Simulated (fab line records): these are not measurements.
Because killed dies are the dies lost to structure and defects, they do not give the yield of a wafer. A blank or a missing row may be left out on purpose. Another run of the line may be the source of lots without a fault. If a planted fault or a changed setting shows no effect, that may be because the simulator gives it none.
Chamber matching + flow n5Finfet + 4 sister chambers for N5_BEOL_M10_ETCH_61 on rieDiel-01
The step etches SiARC in CF4, target depth 39 nm, time 65 s. 24 wafers are shown with their chamber, then 12 later ones without.

## WAFERS WITH THEIR CHAMBER
| wafer  | chamber | drypumpMotorCurrentA (A) | showerheadPlenumPTorr (Torr) | throttleValvePct (%) |
|--------|---------|--------------------------|------------------------------|----------------------|
| L075.2 | 2       | 4.9                      | 2.04                         | 15.63                |
| L075.3 | 0       | 6.8                      | 2.14                         | 15.78                |
| L075.5 | 0       | 6.8                      | 2.14                         | 15.80                |
| L081.1 | 2       | 4.9                      | 2.03                         | 15.67                |
| L081.2 | 3       | 5.1                      | 2.09                         | 15.43                |
| L081.3 | 0       | 6.8                      | 2.14                         | 15.81                |
| L081.4 | 1       | 6.2                      | 2.24                         | 15.60                |
| L081.5 | 1       | 6.1                      | 2.24                         | 15.58                |
| L081.6 | 0       | 6.8                      | 2.14                         | 15.79                |
| L080.1 | 0       | 6.8                      | 2.13                         | 15.82                |
| L080.3 | 2       | 4.9                      | 2.03                         | 15.67                |
| L080.4 | 3       | 5.1                      | 2.09                         | 15.45                |
| L084.1 | 2       | 4.9                      | 2.03                         | 15.67                |
| L084.3 | 3       | 5.1                      | 2.09                         | 15.44                |
| L084.6 | 1       | 6.2                      | 2.23                         | 15.62                |
| L085.1 | 1       | 6.1                      | 2.23                         | 15.63                |
| L085.3 | 3       | 5.1                      | 2.09                         | 15.45                |
| L085.6 | 0       | 6.8                      | 2.13                         | 15.82                |
| L090.1 | 2       | 4.9                      | 2.03                         | 15.68                |
| L090.2 | 0       | 6.8                      | 2.13                         | 15.83                |
| L090.3 | 3       | 5.1                      | 2.09                         | 15.46                |
| L090.4 | 1       | 6.1                      | 2.23                         | 15.64                |
| L090.5 | 1       | 6.2                      | 2.23                         | 15.63                |
| L090.6 | 0       | 6.8                      | 2.13                         | 15.84                |

SIGNATURES, as means of the wafers listed above
| reading               | chamber 0 | chamber 1 | chamber 2 | chamber 3 | scatter within a chamber |
|-----------------------|-----------|-----------|-----------|-----------|--------------------------|
| drypumpMotorCurrentA  | 6.800     | 6.150     | 4.900     | 5.100     | 0.0274                   |
| showerheadPlenumPTorr | 2.1350    | 2.2333    | 2.0320    | 2.0900    | 0.00455                  |
| throttleValvePct      | 15.8112   | 15.6167   | 15.6640   | 15.4460   | 0.0193                   |
Rule: for a wafer and a chamber, the distance is found by dividing, reading by reading, the gap between the wafer's reading and the chamber's mean by the reading's scatter, squaring, summing and taking the root. The wafer belongs to the nearest chamber; if the next one is less than 2 further off, it can't be placed. The scatter is the square root of a quotient: the sum, over the shown wafers, of each reading's squared deviation from its chamber's mean, divided by wafers minus chambers.

## WAFERS WITHOUT THEIR CHAMBER
| wafer  | drypumpMotorCurrentA (A) | showerheadPlenumPTorr (Torr) | throttleValvePct (%) |
|--------|--------------------------|------------------------------|----------------------|
| L087.1 | 6.2                      | 2.23                         | 15.63                |
| L087.4 | 4.9                      | 2.03                         | 15.70                |
| L087.5 | 6.8                      | 2.13                         | 15.84                |
| L089.1 | 4.9                      | 2.03                         | 15.70                |
| L089.3 | 6.8                      | 2.13                         | 15.85                |
| L089.5 | 6.2                      | 2.23                         | 15.66                |
| L092.4 | 6.1                      | 2.23                         | 15.65                |
| L092.5 | 6.8                      | 2.13                         | 15.85                |
| L092.6 | 5.1                      | 2.09                         | 15.49                |
| L095.1 | 6.8                      | 2.12                         | 15.87                |
| L095.4 | 5.1                      | 2.08                         | 15.50                |
| L095.5 | 6.2                      | 2.22                         | 15.68                |

## WHICH CHAMBER EACH ONE RAN IN
| wafer  | from the rows above | in truth |
|--------|---------------------|----------|
| L087.1 | 1                   | 1        |
| L087.4 | 2                   | 2        |
| L087.5 | 0                   | 0        |
| L089.1 | 2                   | 2        |
| L089.3 | 0                   | 0        |
| L089.5 | 1                   | 1        |
| L092.4 | 1                   | 1        |
| L092.5 | 0                   | 0        |
| L092.6 | 3                   | 3        |
| L095.1 | 0                   | 0        |
| L095.4 | 3                   | 3        |
| L095.5 | 1                   | 1        |
Placed correctly: 12 of 12. From these rows, 0 cannot be placed. 0 placed wrongly.
